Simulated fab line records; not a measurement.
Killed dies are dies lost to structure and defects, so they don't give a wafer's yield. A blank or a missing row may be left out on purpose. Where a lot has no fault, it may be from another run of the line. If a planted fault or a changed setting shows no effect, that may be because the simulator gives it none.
A lot that was struck, set against a sound lot | flow n5 finfet | 15 out of 1938 route steps
Sound: the wafers L892.2, L892.3, L892.5. Wafers struck: L902.3, L902.5, L902.6. Last of all comes the cause.
At each step with rows: each side's tool, then ch and its chambers, then its first start. Under that, the readings that differ: sound wafers | struck wafers | difference of the means | sigmas: that difference in standard deviations of wafers without a fault.
alike: readings with means less than 2 such deviations apart, plus words and numbers identical on both sides. not compared: withheld readings, readings lacking a value on some wafer, bounds such as >300 that could conceal the same value, and numbers that have no deviation in the record and whose values overlap.
A row with sigmas, a row that says differs or no value, or rows on one side alone: a step with any of these is where the two part. Numbers that don't overlap but have no deviation are shown without sigmas and don't part them. A reading missing from all wafers of one side parts the sides only when that side holds two or more wafers.

first, 1 step without rows for these wafers: N5_BEOL_M12_HARDBAKE_14 (time 120 s).
N5_BEOL_M12_CD_MEAS_10: the cd target is 140 nm.
  sound on cd sem-02 ch 0, day 12 16:12; struck on cd sem-02 ch 0, day 16 09:21
  reading    | sound             | struck            | difference | sigmas
  cd nm (nm) | 140.1 140.5 141.0 | 137.8 138.2 138.0 | -2.5       | -2
N5_BEOL_M12_OVL_MEAS_11:
  sound on overlay-02 ch 0, day 12 16:14; struck on overlay-02 ch 0, day 16 09:23
  alike: V11_OVL
N5_BEOL_M12_INSPECT_12: inspects for defects (macro).
  struck on defect inspect-02, day 16 09:24; sound on defect inspect-02, day 12 16:15
  alike: raw defect count
N5_BEOL_M12_DESCUM_15: chemistry O2, time 7.9 s.
  sound on rie diel-01 ch 0,1, day 12 16:17; struck on rie diel-01 ch 0,1,3, day 16 09:26
  alike: drypump motor current A, oes product au, rf vpp V, showerhead plenum p Torr, temp c, throttle valve pct
  not compared: rf hours counter h
N5_BEOL_M12_ETCH_59: etches BARC in N2/H2, target depth 89 nm, overetch 26.7 nm, time 67.9 s.
  sound on rie diel-01 ch 0,1, day 12 16:19; struck on rie diel-01 ch 0,1,3, day 16 09:28
  alike: drypump motor current A, oes product au, rf vpp V, showerhead plenum p Torr, throttle valve pct
  not compared: rf hours counter h
N5_BEOL_M12_VIA_ETCH_16: etches SiOC in C4F8/O2/Ar, target depth 724.8 nm.
  sound on rie diel-01 ch 0,1, day 12 16:22; struck on rie diel-01 ch 0,1,3, day 16 09:31
  alike: drypump motor current A, oes product au, rf vpp V, showerhead plenum p Torr, throttle valve pct
N5_BEOL_M12_STRIP_63: strips in N2/H2.
  sound on plasma asher-02 ch 0, day 12 16:34; struck on plasma asher-01 ch 0,1, day 16 09:44
  reading                      | sound          | struck         | difference | sigmas
  drypump motor current A (A)  | 5.94 5.95 5.97 | 5.66 5.74 5.65 | -0.27      | -2
  strip time to endpoint s (s) | 44.5 44.0 43.4 | 42.0 41.9 41.5 | -2.2       | -3
  alike: heater power w, oes product au, temp c
  not compared: rf hours counter h
N5_BEOL_M12_STRIP_64: strips in N2/H2.
  sound on plasma asher-02 ch 0, day 12 16:38; struck on plasma asher-01 ch 0,1, day 16 09:48
  reading                     | sound          | struck         | difference | sigmas
  drypump motor current A (A) | 5.93 5.96 5.95 | 5.65 5.73 5.67 | -0.26      | -2
  alike: heater power w, oes product au, strip time to endpoint s, temp c
  not compared: rf hours counter h
then, 2 steps without rows for these wafers: N5_BEOL_M12_STRIP_71 (strips in post etch residue remover, time 60 s); N5_BEOL_M12_SRD_72 (time 30 s, dry time 30 s).
N5_BEOL_M12_CD_MEAS_17: the cd target is 140 nm.
  struck on cd sem-02, day 16 09:56; sound on cd sem-02, day 12 16:47
  reading    | sound             | struck            | difference | sigmas
  cd nm (nm) | 140.9 140.5 142.0 | 136.9 137.0 138.0 | -3.8       | -3
N5_BEOL_M12_COAT_65: time 60 s, resist thk 300 nm.
  sound on litho track-02 ch 0, day 12 16:49; struck on litho track-03 ch 0, day 16 09:58
  reading                                   | sound                | struck               | difference | sigmas
  plate temp C (C)                          | 250.40 250.26 250.34 | 249.85 249.97 249.54 | -0.55      | -3
  spin speed rpm (rpm)                      | 1500.6 1500.8 1498.8 | 1765.4 1766.9 1766.2 | +266.1     | +99 or more
  model.SOC_of_BEOL_M12_COAT_65.thk nm (nm) | 300.4 301.2 300.6    | 277 275.8 276.2      | -24        |
  alike: heater power total W
then, 2 steps without rows for these wafers: N5_BEOL_M12_COAT_66 (time 60 s, resist thk 110 nm); N5_PASSIVATION_PROBE_49.

== WHERE THEY PART ==
Last at N5_BEOL_M12_COAT_65 as far as this record goes, first at N5_BEOL_M12_CD_MEAS_10.

WHY: what had been put in by the simulator
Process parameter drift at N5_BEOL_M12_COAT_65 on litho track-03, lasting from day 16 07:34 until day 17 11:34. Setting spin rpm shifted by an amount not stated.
